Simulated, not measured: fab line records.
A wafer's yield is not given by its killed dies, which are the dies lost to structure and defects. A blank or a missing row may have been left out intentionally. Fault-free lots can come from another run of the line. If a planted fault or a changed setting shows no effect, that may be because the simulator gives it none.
Matching of chambers ; flow n5_finfet ; ald_metal-01 running N5_BEOL_M11_ALD_74: 4 sister chambers
The step deposits TaN, target thk 2 nm, pulse time 2 s, purge time 3 s. 4 wafers are shown with their chamber, then 11 later ones without.

## EACH WAFER AND ITS CHAMBER
wafer;chamber;heater_power_w (W)
L083.1;1;464
L086.2;0;379
L086.6;2;437
L087.3;3;406

## WAFERS WITHOUT THEIR CHAMBER
wafer;heater_power_w (W)
L087.5;401
L087.6;419
L093.2;466
L093.3;374
L093.4;433
L095.2;464
L095.5;458
L095.6;371
L096.4;400
L096.5;464
L096.6;436

## WHICH CHAMBER EACH WENT THROUGH
wafer;from the rows above;in truth
L087.5;3;3
L087.6;can't be placed: 3 or 2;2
L093.2;1;1
L093.3;0;0
L093.4;2;2
L095.2;1;1
L095.5;1;1
L095.6;0;0
L096.4;3;3
L096.5;1;1
L096.6;2;2
Correct placement for 10 of the 11. Cannot be placed on the basis of these rows: 1; the candidates contain the true chamber in 1. Wrongly placed: 0.
How it was worked out, from the rows above alone: a wafer's distance from a chamber is the root of the sum, over the readings, of the square of ((its reading less the chamber's mean) divided by the reading's scatter). If the next closest chamber is less than 2 further off than the closest, the wafer can't be placed; otherwise it belongs to the closest. A chamber's mean is the mean of its shown wafers. The scatter (one wafer shown for each chamber): square how far every hidden wafer sits from the nearest shown wafer, average those squares and take the square root.
